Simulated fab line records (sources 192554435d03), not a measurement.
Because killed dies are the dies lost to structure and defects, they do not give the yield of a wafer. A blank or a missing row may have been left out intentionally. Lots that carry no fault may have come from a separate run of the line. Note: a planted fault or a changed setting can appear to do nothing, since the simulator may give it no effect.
fab line records / flow n5Finfet / part 2 of 2: steps 23 to 28 of 28
record: lots: 5 wafers: 15 lastDay: 17
route steps=1938 shown ILD0@342 SDB@347
lots that met no fault: taken from a fault-free run of the same line
startH: the number of hours between the record's first day and the start of the first shown wafer of the lot / waitH: hours since the lot's step before / " the same as in the row above / L1.1+2: one row covering several wafers at once / - value missing, or start not given / * or withheld: withheld / < > ~ a bound
route shown NAME@n: a module of which the file shows steps, and the number in the route of the first / usual: mean/standard deviation of fault-free wafers / same: alike in all rows / chamber/n: place in a boat / sites: per-site readings / _std_site: the values' standard deviation / _edge_site: inner sites' mean taken away from outer sites' mean / radiusMm: how far each site lies from the wafer's centre / mask NAME#n: copy n / behind: the last tool/chamber to shape the wafer / hold: cause of the lot's hold/its duration in hours/its outcome / device: whichever transistor did not switch (one of n, p or np) / end of line: the route-end tests of the same wafers / step lacking rows: just its recipe / killed: dies that structure and defects cost at the first sort, which is not the same as the wafer's yield / map: dies across one wafer; x = killed, . = not, _ = none there
set.NAME: the run value of the setting; set.NAME@STEP: its run value at that earlier step / model.NAME: the simulator's own value behind a step, which no gauge read
lots seen at some steps along the route; tables by step, rows by wafer
services: the hour from which a tool's chamber was out of use, counted from the record's first day as startH (under 0 if before that day), plus the number of hours and why
== steps ==
step: N5_SDB_HM_OPEN_20
recipe: chemistry: CH3F/O2 target: SiNx maskMaterial: SOC targetDepthA: 240 stopOn: poly-Si overEtchFrac: 0.4 ionEnergyEv: 120 pressureMtorr: 30 sourceW: 395 biasW: 73 Ar_flow_sccm: 150 CH3F_flow_sccm: 30 O2_flow_sccm: 20
usual: CH3F_flow_sccm: 30.00/0.092 drypumpMotorCurrentA: 5.5/0.42 oesProductAu: 0.65/0.074 rfVppV: 298/9.4 showerheadPlenumPTorr: 2.02/0.081 throttleValvePct: 16.40/0.28
lot.wafer=L074.2 tool=rieDiel-05 chamber=3 startH=66.14 waitH=0.0 CH3F_flow_sccm=30.20 drypumpMotorCurrentA=6.3 oesProductAu=0.60 rfHoursCounterH=234 rfVppV=306 showerheadPlenumPTorr=2.00 throttleValvePct=16.44
lot.wafer=L074.3 tool=rieDiel-05 chamber=2 startH=66.14 waitH=0.0 CH3F_flow_sccm=30.10 drypumpMotorCurrentA=5.7 oesProductAu=0.58 rfHoursCounterH=190 rfVppV=286 showerheadPlenumPTorr=1.96 throttleValvePct=16.42
lot.wafer=L074.4 tool=rieDiel-05 chamber=2 startH=66.14 waitH=0.0 CH3F_flow_sccm=29.99 drypumpMotorCurrentA=5.8 oesProductAu=0.58 rfHoursCounterH=- rfVppV=286 showerheadPlenumPTorr=1.96 throttleValvePct=16.40
lot.wafer=L076.2 tool=rieDiel-01 chamber=3 startH=79.63 waitH=0.0 CH3F_flow_sccm=30.02 drypumpMotorCurrentA=5.6 oesProductAu=0.67 rfHoursCounterH=69 rfVppV=302 showerheadPlenumPTorr=2.03 throttleValvePct=16.07
lot.wafer=L076.4 tool=rieDiel-01 chamber=2 startH=79.63 waitH=0.0 CH3F_flow_sccm=30.10 drypumpMotorCurrentA=5.9 oesProductAu=0.58 rfHoursCounterH=222 rfVppV=289 showerheadPlenumPTorr=1.91 throttleValvePct=16.84
lot.wafer=L076.6 tool=rieDiel-01 chamber=3 startH=79.63 waitH=0.0 CH3F_flow_sccm=30.06 drypumpMotorCurrentA=5.6 oesProductAu=0.67 rfHoursCounterH=- rfVppV=302 showerheadPlenumPTorr=2.03 throttleValvePct=16.07
lot.wafer=L085.2 tool=rieDiel-01 chamber=0 startH=132.43 waitH=0.0 CH3F_flow_sccm=29.94 drypumpMotorCurrentA=5.8 oesProductAu=0.55 rfHoursCounterH=247 rfVppV=294 showerheadPlenumPTorr=2.07 throttleValvePct=16.80
lot.wafer=L085.4 tool=rieDiel-01 chamber=3 startH=132.43 waitH=0.0 CH3F_flow_sccm=29.85 drypumpMotorCurrentA=5.6 oesProductAu=0.66 rfHoursCounterH=90 rfVppV=301 showerheadPlenumPTorr=2.02 throttleValvePct=16.10
lot.wafer=L085.5 tool=rieDiel-01 chamber=0 startH=132.43 waitH=0.0 CH3F_flow_sccm=29.89 drypumpMotorCurrentA=5.8 oesProductAu=0.56 rfHoursCounterH=- rfVppV=293 showerheadPlenumPTorr=2.07 throttleValvePct=16.80
lot.wafer=L089.1 tool=rieDiel-03 chamber=1 startH=156.27 waitH=0.0 CH3F_flow_sccm=30.05 drypumpMotorCurrentA=5.0 oesProductAu=0.56 rfHoursCounterH=249 rfVppV=297 showerheadPlenumPTorr=1.89 throttleValvePct=16.62
lot.wafer=L089.4 tool=rieDiel-03 chamber=3 startH=156.27 waitH=0.0 CH3F_flow_sccm=30.08 drypumpMotorCurrentA=5.4 oesProductAu=0.67 rfHoursCounterH=76 rfVppV=311 showerheadPlenumPTorr=2.11 throttleValvePct=16.27
lot.wafer=L089.6 tool=rieDiel-03 chamber=2 startH=156.27 waitH=0.0 CH3F_flow_sccm=30.12 drypumpMotorCurrentA=6.0 oesProductAu=0.73 rfHoursCounterH=- rfVppV=307 showerheadPlenumPTorr=2.14 throttleValvePct=16.08
lot.wafer=L092.3 tool=rieDiel-05 chamber=3 startH=174.41 waitH=0.0 CH3F_flow_sccm=30.05 drypumpMotorCurrentA=6.3 oesProductAu=0.76 rfHoursCounterH=21 rfVppV=305 showerheadPlenumPTorr=1.99 throttleValvePct=15.97
lot.wafer=L092.4 tool=rieDiel-05 chamber=2 startH=174.41 waitH=0.0 CH3F_flow_sccm=29.91 drypumpMotorCurrentA=5.7 oesProductAu=0.56 rfHoursCounterH=230 rfVppV=286 showerheadPlenumPTorr=1.95 throttleValvePct=16.49
lot.wafer=L092.6 tool=rieDiel-05 chamber=1 startH=174.41 waitH=0.0 CH3F_flow_sccm=30.04 drypumpMotorCurrentA=5.6 oesProductAu=0.67 rfHoursCounterH=- rfVppV=313 showerheadPlenumPTorr=1.92 throttleValvePct=16.34
step: N5_SDB_STRIP_22
recipe: chemistry: N2/H2 powerW: 1000 tempC: 250 h2Frac: 0.65 overashFraction: 0.3 pressureMtorr: withheld n2FlowSccm: 1750 h2FlowSccm: 3250
usual: drypumpMotorCurrentA: 5.4/0.37 h2FlowSccm: 3250/9.7 heaterPowerW: 346/30 oesProductAu: 0.715/0.0047 stripTimeToEndpointS: 96.3/0.42
lot.wafer=L074.2 tool=plasmaAsher-01 chamber=1 startH=66.22 waitH=0.1 drypumpMotorCurrentA=5.7 h2FlowSccm=3226 heaterPowerW=298 oesProductAu=0.714 rfHoursCounterH=37 stripTimeToEndpointS=96.1
lot.wafer=L074.3 tool=plasmaAsher-01 chamber=0 startH=66.22 waitH=0.1 drypumpMotorCurrentA=5.7 h2FlowSccm=3239 heaterPowerW=331 oesProductAu=0.709 rfHoursCounterH=- stripTimeToEndpointS=96.6
lot.wafer=L074.4 tool=plasmaAsher-01 chamber=1 startH=66.22 waitH=0.1 drypumpMotorCurrentA=5.7 h2FlowSccm=3229 heaterPowerW=306 oesProductAu=0.709 rfHoursCounterH=- stripTimeToEndpointS=96.6
lot.wafer=L076.2 tool=plasmaAsher-01 chamber=0 startH=79.71 waitH=0.1 drypumpMotorCurrentA=5.7 h2FlowSccm=3246 heaterPowerW=326 oesProductAu=0.712 rfHoursCounterH=39 stripTimeToEndpointS=96.8
lot.wafer=L076.4 tool=plasmaAsher-01 chamber=1 startH=79.71 waitH=0.1 drypumpMotorCurrentA=5.6 h2FlowSccm=3258 heaterPowerW=313 oesProductAu=0.719 rfHoursCounterH=- stripTimeToEndpointS=96.2
lot.wafer=L076.6 tool=plasmaAsher-01 chamber=1 startH=79.71 waitH=0.1 drypumpMotorCurrentA=5.7 h2FlowSccm=3264 heaterPowerW=315 oesProductAu=0.715 rfHoursCounterH=- stripTimeToEndpointS=96.7
lot.wafer=L085.2 tool=plasmaAsher-01 chamber=0 startH=132.51 waitH=0.1 drypumpMotorCurrentA=5.7 h2FlowSccm=3239 heaterPowerW=332 oesProductAu=0.711 rfHoursCounterH=49 stripTimeToEndpointS=96.5
lot.wafer=L085.4 tool=plasmaAsher-01 chamber=1 startH=132.51 waitH=0.1 drypumpMotorCurrentA=5.7 h2FlowSccm=3250 heaterPowerW=306 oesProductAu=0.717 rfHoursCounterH=- stripTimeToEndpointS=96.0
lot.wafer=L085.5 tool=plasmaAsher-01 chamber=1 startH=132.51 waitH=0.1 drypumpMotorCurrentA=5.7 h2FlowSccm=3241 heaterPowerW=303 oesProductAu=0.707 rfHoursCounterH=- stripTimeToEndpointS=96.8
lot.wafer=L089.1 tool=plasmaAsher-02 chamber=1 startH=156.35 waitH=0.1 drypumpMotorCurrentA=5.1 h2FlowSccm=3250 heaterPowerW=381 oesProductAu=0.715 rfHoursCounterH=103 stripTimeToEndpointS=96.4
lot.wafer=L089.4 tool=plasmaAsher-02 chamber=1 startH=156.35 waitH=0.1 drypumpMotorCurrentA=5.2 h2FlowSccm=3259 heaterPowerW=381 oesProductAu=0.715 rfHoursCounterH=- stripTimeToEndpointS=96.9
lot.wafer=L089.6 tool=plasmaAsher-02 chamber=1 startH=156.35 waitH=0.1 drypumpMotorCurrentA=5.1 h2FlowSccm=3269 heaterPowerW=379 oesProductAu=0.711 rfHoursCounterH=- stripTimeToEndpointS=95.7
lot.wafer=L092.3 tool=plasmaAsher-02 chamber=1 startH=174.78 waitH=0.3 drypumpMotorCurrentA=5.1 h2FlowSccm=3245 heaterPowerW=370 oesProductAu=0.711 rfHoursCounterH=- stripTimeToEndpointS=95.8
lot.wafer=L092.4 tool=plasmaAsher-02 chamber=0 startH=174.78 waitH=0.3 drypumpMotorCurrentA=4.8 h2FlowSccm=3246 heaterPowerW=362 oesProductAu=0.714 rfHoursCounterH=- stripTimeToEndpointS=96.1
lot.wafer=L092.6 tool=plasmaAsher-02 chamber=0 startH=174.78 waitH=0.3 drypumpMotorCurrentA=4.8 h2FlowSccm=3247 heaterPowerW=374 oesProductAu=0.710 rfHoursCounterH=- stripTimeToEndpointS=96.4
step: N5_SDB_PRECLEAN_23
recipe: chemistry: dHF timeS: 30 tempC: 25 dilution: withheld
lot.wafer=L074.2+3+4 tool=wetBench-01 chamber=0,1,6 startH=66.37 waitH=0.1
lot.wafer=L076.2+4+6 tool=wetBench-05 chamber=4,3,2 startH=79.86 waitH=0.1
lot.wafer=L085.2+4+5 tool=wetBench-06 chamber=2,1,0 startH=132.65 waitH=0.1
lot.wafer=L089.1+4+6 tool=wetBench-06 chamber=2,1,0 startH=156.49 waitH=0.1
lot.wafer=L092.3+4+6 tool=wetBench-01 chamber=7,1,2 startH=174.88 waitH=0.1
step: N5_SDB_DUMMY_REMOVE_24
recipe: chemistry: TMAH tempC: 70 target: poly-Si stopOn: SiO2 targetDepthNm: 142 concWtPct: 5 timeS: 57 dry: ipaMarangoni rinseTimeS: 30 rinseTempC: 23
usual: bathHeatDutyPct: 13.8/1.9
lot.wafer=L074.2 tool=wetBench-01 chamber=0 startH=66.40 waitH=0.0 bathHeatDutyPct=13.8
lot.wafer=L074.3 tool=wetBench-01 chamber=1 startH=66.40 waitH=0.0 bathHeatDutyPct=11.2
lot.wafer=L074.4 tool=wetBench-01 chamber=6 startH=66.40 waitH=0.0 bathHeatDutyPct=13.1
lot.wafer=L076.2 tool=wetBench-05 chamber=4 startH=79.87 waitH=0.0 bathHeatDutyPct=14.8
lot.wafer=L076.4 tool=wetBench-05 chamber=3 startH=79.87 waitH=0.0 bathHeatDutyPct=12.5
lot.wafer=L076.6 tool=wetBench-05 chamber=2 startH=79.87 waitH=0.0 bathHeatDutyPct=14.4
lot.wafer=L085.2 tool=wetBench-06 chamber=2 startH=132.67 waitH=0.0 bathHeatDutyPct=15.5
lot.wafer=L085.4 tool=wetBench-06 chamber=1 startH=132.67 waitH=0.0 bathHeatDutyPct=13.9
lot.wafer=L085.5 tool=wetBench-06 chamber=0 startH=132.67 waitH=0.0 bathHeatDutyPct=10.4
lot.wafer=L089.1 tool=wetBench-06 chamber=2 startH=156.50 waitH=0.0 bathHeatDutyPct=12.9
lot.wafer=L089.4 tool=wetBench-06 chamber=1 startH=156.50 waitH=0.0 bathHeatDutyPct=13.7
lot.wafer=L089.6 tool=wetBench-06 chamber=0 startH=156.50 waitH=0.0 bathHeatDutyPct=13.6
lot.wafer=L092.3 tool=wetBench-01 chamber=7 startH=174.90 waitH=0.0 bathHeatDutyPct=16.3
lot.wafer=L092.4 tool=wetBench-01 chamber=1 startH=174.90 waitH=0.0 bathHeatDutyPct=12.0
lot.wafer=L092.6 tool=wetBench-01 chamber=2 startH=174.90 waitH=0.0 bathHeatDutyPct=10.3
step: N5_SDB_ETCH_25
recipe: chemistry: C4F6/O2 target: SiO2 targetDepthA: 100 timeS: 3.3 ionEnergyEv: 250 maskMaterial: SiNx pressureMtorr: 30 sourceW: 345 biasW: 185 Ar_flow_sccm: 300 C4F6_flow_sccm: 10 O2_flow_sccm: 10
usual: drypumpMotorCurrentA: 5.5/0.45 oesProductAu: 0.80/0.11 rfVppV: 666/21 showerheadPlenumPTorr: 2.87/0.11 throttleValvePct: 21.22/0.27
lot.wafer=L074.2 tool=rieDiel-01 chamber=1 startH=66.49 waitH=0.0 drypumpMotorCurrentA=5.0 oesProductAu=0.71 rfHoursCounterH=180 rfVppV=638 showerheadPlenumPTorr=2.95 throttleValvePct=21.51
lot.wafer=L074.3 tool=rieDiel-01 chamber=0 startH=66.49 waitH=0.0 drypumpMotorCurrentA=5.8 oesProductAu=0.67 rfHoursCounterH=219 rfVppV=658 showerheadPlenumPTorr=2.95 throttleValvePct=21.59
lot.wafer=L074.4 tool=rieDiel-01 chamber=3 startH=66.49 waitH=0.0 drypumpMotorCurrentA=5.6 oesProductAu=0.83 rfHoursCounterH=64 rfVppV=675 showerheadPlenumPTorr=2.89 throttleValvePct=20.89
lot.wafer=L076.2 tool=rieDiel-01 chamber=0 startH=80.10 waitH=0.2 drypumpMotorCurrentA=5.8 oesProductAu=0.68 rfHoursCounterH=224 rfVppV=658 showerheadPlenumPTorr=2.95 throttleValvePct=21.60
lot.wafer=L076.4 tool=rieDiel-01 chamber=2 startH=80.10 waitH=0.2 drypumpMotorCurrentA=5.9 oesProductAu=0.71 rfHoursCounterH=223 rfVppV=646 showerheadPlenumPTorr=2.71 throttleValvePct=21.63
lot.wafer=L076.6 tool=rieDiel-01 chamber=1 startH=80.10 waitH=0.2 drypumpMotorCurrentA=5.0 oesProductAu=0.71 rfHoursCounterH=- rfVppV=636 showerheadPlenumPTorr=2.95 throttleValvePct=21.54
lot.wafer=L085.2 tool=rieDiel-03 chamber=2 startH=132.78 waitH=0.1 drypumpMotorCurrentA=6.0 oesProductAu=0.94 rfHoursCounterH=22 rfVppV=686 showerheadPlenumPTorr=3.04 throttleValvePct=20.99
lot.wafer=L085.4 tool=rieDiel-03 chamber=1 startH=132.78 waitH=0.1 drypumpMotorCurrentA=5.0 oesProductAu=0.68 rfHoursCounterH=242 rfVppV=664 showerheadPlenumPTorr=2.70 throttleValvePct=21.39
lot.wafer=L085.5 tool=rieDiel-03 chamber=0 startH=132.78 waitH=0.1 drypumpMotorCurrentA=5.5 oesProductAu=0.74 rfHoursCounterH=- rfVppV=662 showerheadPlenumPTorr=2.74 throttleValvePct=21.68
lot.wafer=L089.1 tool=rieDiel-05 chamber=1 startH=156.80 waitH=0.3 drypumpMotorCurrentA=5.6 oesProductAu=0.80 rfHoursCounterH=109 rfVppV=703 showerheadPlenumPTorr=2.74 throttleValvePct=21.14
lot.wafer=L089.4 tool=rieDiel-05 chamber=3 startH=156.80 waitH=0.3 drypumpMotorCurrentA=6.3 oesProductAu=0.93 rfHoursCounterH=15 rfVppV=684 showerheadPlenumPTorr=2.84 throttleValvePct=20.85
lot.wafer=L089.6 tool=rieDiel-05 chamber=2 startH=156.80 waitH=0.3 drypumpMotorCurrentA=5.8 oesProductAu=0.68 rfHoursCounterH=- rfVppV=641 showerheadPlenumPTorr=2.77 throttleValvePct=21.17
lot.wafer=L092.3 tool=rieDiel-05 chamber=3 startH=175.11 waitH=0.2 drypumpMotorCurrentA=6.3 oesProductAu=0.92 rfHoursCounterH=22 rfVppV=685 showerheadPlenumPTorr=2.83 throttleValvePct=20.85
lot.wafer=L092.4 tool=rieDiel-05 chamber=0 startH=175.11 waitH=0.2 drypumpMotorCurrentA=4.7 oesProductAu=0.87 rfHoursCounterH=39 rfVppV=650 showerheadPlenumPTorr=2.91 throttleValvePct=20.96
lot.wafer=L092.6 tool=rieDiel-05 chamber=3 startH=175.11 waitH=0.2 drypumpMotorCurrentA=6.3 oesProductAu=0.92 rfHoursCounterH=- rfVppV=684 showerheadPlenumPTorr=2.83 throttleValvePct=20.85
step: N5_SDB_CUT_ETCH_26
recipe: chemistry: HBr/Cl2/O2 target: Si targetDepthA: 1296 btTimeS: 20 maskMaterial: SiNx timeS: 51.8 ionEnergyEv: * biasW: * pressureMtorr: 10 icpW: 800 HBr_flow_sccm: 150 Cl2_flow_sccm: 80 O2_flow_sccm: 12
usual: drypumpMotorCurrentA: 5.5/0.4 oesProductAu: 0.999/0.015 throttleValvePct: 37.3/0.46
same: btTimeS: 20
lot.wafer=L074.2 tool=rieSi-06 chamber=1 startH=66.58 waitH=0.1 drypumpMotorCurrentA=5.8 oesProductAu=0.971 rfHoursCounterH=21 throttleValvePct=37.5
lot.wafer=L074.3 tool=rieSi-06 chamber=0 startH=66.58 waitH=0.1 drypumpMotorCurrentA=5.7 oesProductAu=1.000 rfHoursCounterH=131 throttleValvePct=37.4
lot.wafer=L074.4 tool=rieSi-06 chamber=2 startH=66.58 waitH=0.1 drypumpMotorCurrentA=6.1 oesProductAu=0.995 rfHoursCounterH=0 throttleValvePct=37.5
lot.wafer=L076.2 tool=rieSi-05 chamber=1 startH=80.19 waitH=0.1 drypumpMotorCurrentA=6.1 oesProductAu=1.013 rfHoursCounterH=64 throttleValvePct=37.4
lot.wafer=L076.4 tool=rieSi-05 chamber=3 startH=80.19 waitH=0.1 drypumpMotorCurrentA=5.1 oesProductAu=0.993 rfHoursCounterH=28 throttleValvePct=36.4
lot.wafer=L076.6 tool=rieSi-05 chamber=1 startH=80.19 waitH=0.1 drypumpMotorCurrentA=6.1 oesProductAu=1.006 rfHoursCounterH=- throttleValvePct=37.4
lot.wafer=L085.2 tool=rieSi-05 chamber=3 startH=132.86 waitH=0.1 drypumpMotorCurrentA=5.1 oesProductAu=0.991 rfHoursCounterH=29 throttleValvePct=36.4
lot.wafer=L085.4 tool=rieSi-05 chamber=0 startH=132.86 waitH=0.1 drypumpMotorCurrentA=5.8 oesProductAu=0.977 rfHoursCounterH=136 throttleValvePct=37.9
lot.wafer=L085.5 tool=rieSi-05 chamber=2 startH=132.86 waitH=0.1 drypumpMotorCurrentA=5.6 oesProductAu=1.016 rfHoursCounterH=- throttleValvePct=37.1
lot.wafer=L089.1 tool=rieSi-05 chamber=1 startH=156.89 waitH=0.1 drypumpMotorCurrentA=6.1 oesProductAu=1.013 rfHoursCounterH=65 throttleValvePct=37.4
lot.wafer=L089.4 tool=rieSi-05 chamber=2 startH=156.89 waitH=0.1 drypumpMotorCurrentA=5.7 oesProductAu=1.015 rfHoursCounterH=9 throttleValvePct=37.1
lot.wafer=L089.6 tool=rieSi-05 chamber=3 startH=156.89 waitH=0.1 drypumpMotorCurrentA=5.0 oesProductAu=0.993 rfHoursCounterH=- throttleValvePct=36.4
lot.wafer=L092.3 tool=rieSi-05 chamber=2 startH=175.20 waitH=0.1 drypumpMotorCurrentA=5.7 oesProductAu=1.019 rfHoursCounterH=10 throttleValvePct=37.1
lot.wafer=L092.4 tool=rieSi-05 chamber=1 startH=175.20 waitH=0.1 drypumpMotorCurrentA=6.1 oesProductAu=1.016 rfHoursCounterH=66 throttleValvePct=37.4
lot.wafer=L092.6 tool=rieSi-05 chamber=1 startH=175.20 waitH=0.1 drypumpMotorCurrentA=6.2 oesProductAu=1.004 rfHoursCounterH=- throttleValvePct=37.4
== services ==
tool=rieDiel-01 chamber=3 startH=40.19 hours=5.7 kind=repair
tool=cmp-03 chamber=- startH=47.06 hours=4.0 kind=pm
tool=rieDiel-01 chamber=- startH=51.33 hours=2.8 kind=pm
tool=rieDiel-03 chamber=- startH=57.49 hours=2.8 kind=pm
tool=rieSi-05 chamber=2 startH=65.76 hours=9.9 kind=repair
tool=arfiScanner-02 chamber=- startH=75.86 hours=1.3 kind=pm
tool=rieDiel-05 chamber=2 startH=79.97 hours=7.6 kind=repair
tool=plasmaAsher-02 chamber=- startH=84.72 hours=2.5 kind=repair
tool=rieDiel-01 chamber=3 startH=91.95 hours=1.8 kind=repair
tool=arfiScanner-02 chamber=- startH=96.21 hours=1.0 kind=pm
tool=cmp-02 chamber=- startH=100.91 hours=0.9 kind=repair
tool=rieDiel-03 chamber=3 startH=102.94 hours=20.2 kind=repair
tool=arfiScanner-02 chamber=- startH=108.35 hours=1.0 kind=pm
tool=rieDiel-03 chamber=2 startH=110.03 hours=1.3 kind=repair
tool=rieDiel-03 chamber=- startH=114.49 hours=14.6 kind=pm
tool=arfiScanner-02 chamber=- startH=116.88 hours=4.1 kind=repair
tool=pecvd-02 chamber=2 startH=118.84 hours=6.7 kind=repair
tool=cmp-02 chamber=- startH=120.40 hours=0.7 kind=repair
tool=rieDiel-01 chamber=3 startH=120.80 hours=2.2 kind=repair
tool=rieDiel-01 chamber=1 startH=123.00 hours=5.2 kind=repair
tool=cmp-02 chamber=- startH=133.65 hours=3.4 kind=pm
tool=cmp-02 chamber=- startH=154.38 hours=4.4 kind=repair
tool=plasmaAsher-01 chamber=- startH=167.89 hours=10.1 kind=repair
tool=rieDiel-03 chamber=0 startH=167.94 hours=1.8 kind=repair
